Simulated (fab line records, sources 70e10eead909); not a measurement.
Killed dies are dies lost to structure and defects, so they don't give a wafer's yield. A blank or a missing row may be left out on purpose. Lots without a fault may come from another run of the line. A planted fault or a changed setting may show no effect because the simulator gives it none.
Tool commonality check | flow nand_harc | 2 lots, 6 wafers sampled

WHY IT WAS OPENED
At NHARC_END_SORT_01 the reading killed_at_array is flagged on 2 of 2 lots. Wafers without a fault read 53, standard deviation 18.
Rule: a lot is flagged when every wafer of it that has a number lies more than 4 standard deviations from that mean, or none has a number. The other lots count as sound.

lot  | measured     | on        | killed_at_array, wafer by wafer | flag
L653 | day 30 02:23 | prober-02 | 202 128 142                     | FLAGGED
L652 | day 30 09:52 | prober-01 | 257 262 223                     | FLAGGED
The numbers of the flagged lots are 202 on average: +149 against the usual, or +8 standard deviations.

WHICH TOOL RAN EACH LOT
The record holds 4 process steps before the reading, out of a route of 1302 steps. In each cell: the tool, then ch and the chambers that the sampled wafers went through, then the start.
lot  | flag    | NHARC_A_CONTACT_DEP_84        | NHARC_A_BONDPAD_DESCUM_11          | NHARC_A_BONDPAD_PRE_CLEAN_26            | NHARC_THIN_TSV_DEGAS_53
L653 | FLAGGED | acl_dep-01 ch 0, day 27 20:36 | rie_diel-12 ch 1,2,3, day 28 18:49 | pvd_sputter-02, day 29 15:40 or earlier | pvd_sputter-01, day 29 15:40
L652 | FLAGGED | acl_dep-01 ch 0, day 28 04:34 | rie_diel-12 ch 0,2,3, day 29 02:14 | pvd_sputter-02, day 29 22:10 or earlier | pvd_sputter-01, day 29 22:10
What these steps do:
- NHARC_A_CONTACT_DEP_84: deposits aC, target thk 2800 nm.
- NHARC_A_BONDPAD_DESCUM_11: chemistry O2, time 3 s.
- NHARC_A_BONDPAD_PRE_CLEAN_26: time 30 s.
- NHARC_THIN_TSV_DEGAS_53: time 60 s.
- NHARC_END_SORT_01

FLAGGED OVER TOTAL, TOOL BY TOOL (the gauges that took the reading come last)
step                         | tool           | lots run | flagged | share of the flagged lots | sound lots run after its first flagged lot
NHARC_A_CONTACT_DEP_84       | acl_dep-01     | 2        | 2       | all                       | 0
NHARC_A_BONDPAD_DESCUM_11    | rie_diel-12    | 2        | 2       | all                       | 0
NHARC_A_BONDPAD_PRE_CLEAN_26 | pvd_sputter-02 | 2        | 2       | all                       | 0
NHARC_THIN_TSV_DEGAS_53      | pvd_sputter-01 | 2        | 2       | all                       | 0
NHARC_END_SORT_01            | prober-01      | 1        | 1       | some                      | 0
NHARC_END_SORT_01            | prober-02      | 1        | 1       | some                      | 0
NHARC_A_BONDPAD_PRE_CLEAN_26 gives no start for some lots, so the hours and the order of its lots are those of NHARC_THIN_TSV_DEGAS_53.

WHAT THE TABLE ALLOWS
4 rows of the table ran every flagged lot: acl_dep-01 at NHARC_A_CONTACT_DEP_84, rie_diel-12 at NHARC_A_BONDPAD_DESCUM_11, pvd_sputter-02 at NHARC_A_BONDPAD_PRE_CLEAN_26, pvd_sputter-01 at NHARC_THIN_TSV_DEGAS_53.
- acl_dep-01 at NHARC_A_CONTACT_DEP_84: 2 of its 2 lots flagged. It ran no sound lot before its first flagged lot in this sample, so the start can't be narrowed down.
- rie_diel-12 at NHARC_A_BONDPAD_DESCUM_11: 2 of its 2 lots flagged. It ran no sound lot before its first flagged lot in this sample, so the start can't be narrowed down.
- pvd_sputter-02 at NHARC_A_BONDPAD_PRE_CLEAN_26: 2 of its 2 lots flagged. It ran no sound lot before its first flagged lot in this sample, so the start can't be narrowed down.
- pvd_sputter-01 at NHARC_THIN_TSV_DEGAS_53: 2 of its 2 lots flagged. It ran no sound lot before its first flagged lot in this sample, so the start can't be narrowed down.
Counting lots can't tell these 4 tools apart, because each fits a fault that began at some hour. More lots, or a look at what each step does to the wafer, might.

WHAT THE SIMULATOR HAD PUT IN
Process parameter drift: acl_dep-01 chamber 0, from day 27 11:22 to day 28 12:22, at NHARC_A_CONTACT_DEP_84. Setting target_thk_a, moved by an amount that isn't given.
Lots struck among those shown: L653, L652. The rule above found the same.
